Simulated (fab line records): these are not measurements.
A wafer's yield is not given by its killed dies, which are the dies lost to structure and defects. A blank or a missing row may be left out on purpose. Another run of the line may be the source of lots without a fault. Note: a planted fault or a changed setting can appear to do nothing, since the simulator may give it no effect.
Chamber matching ; flow nandHarc ; NHARC_A_STAIRCASE_DESCUM_270 on rieDiel-05 has 4 sister chambers
The step chemistry O2, time 3 s. 18 wafers are shown with their chamber, then 9 later ones without.

## WAFERS, EACH WITH ITS CHAMBER
wafer;chamber;drypumpMotorCurrentA (A);oesProductAu (a.u.);showerheadPlenumPTorr (Torr)
L077.2;3;5.0;0.984;1.77
L077.3;0;5.2;1.001;1.88
L077.6;2;6.3;0.982;1.85
L079.2;2;6.3;1.002;1.85
L079.4;0;5.3;0.985;1.88
L079.6;2;6.4;0.997;1.85
L082.2;0;5.3;0.996;1.88
L082.3;3;4.9;0.992;2.07
L082.5;3;4.9;0.991;2.07
L083.1;2;6.3;0.984;1.84
L083.2;3;4.9;0.987;2.07
L083.3;0;5.3;0.999;1.88
L086.2;1;4.7;1.017;1.82
L086.3;2;6.3;0.984;1.84
L086.5;3;4.9;0.982;2.07
L088.1;0;5.3;0.988;1.87
L088.4;3;4.9;0.993;2.07
L088.5;2;6.3;0.986;1.84

SIGNATURES, as means of the wafers listed above
reading;chamber 0;chamber 1;chamber 2;chamber 3;scatter within a chamber
drypumpMotorCurrentA;5.280;4.700;6.317;4.917;0.042
oesProductAu;0.99380;1.01700;0.98917;0.98817;0.00675
showerheadPlenumPTorr;1.8780;1.8200;1.8450;2.0200;0.0733
Rule: for a wafer and a chamber, the distance is found by dividing, reading by reading, the gap between the wafer's reading and the chamber's mean by the reading's scatter, squaring, summing and taking the root. If the next closest chamber is less than 2 further off than the closest, the wafer can't be placed; otherwise it belongs to the closest. The scatter: take each reading less its chamber's mean, square it, sum over the shown wafers, divide by the number of wafers less the number of chambers, and take the root.

## WAFERS WHOSE CHAMBER IS MISSING
wafer;drypumpMotorCurrentA (A);oesProductAu (a.u.);showerheadPlenumPTorr (Torr)
L087.3;4.9;0.994;2.07
L087.5;4.8;1.016;1.82
L087.6;6.3;0.992;1.84
L094.2;6.4;0.983;1.83
L094.4;5.2;0.996;1.86
L094.5;4.9;0.981;2.06
L097.3;5.3;0.991;1.86
L097.5;4.8;1.010;1.81
L097.6;5.3;0.998;1.86

## EACH ONE'S CHAMBER
wafer;from the rows above;in truth
L087.3;3;3
L087.5;1;1
L087.6;2;2
L094.2;2;2
L094.4;0;0
L094.5;3;3
L097.3;0;0
L097.5;1;1
L097.6;0;0
Correctly placed: 9 of 9. Number that these rows cannot place: 0. Number placed wrongly: 0.
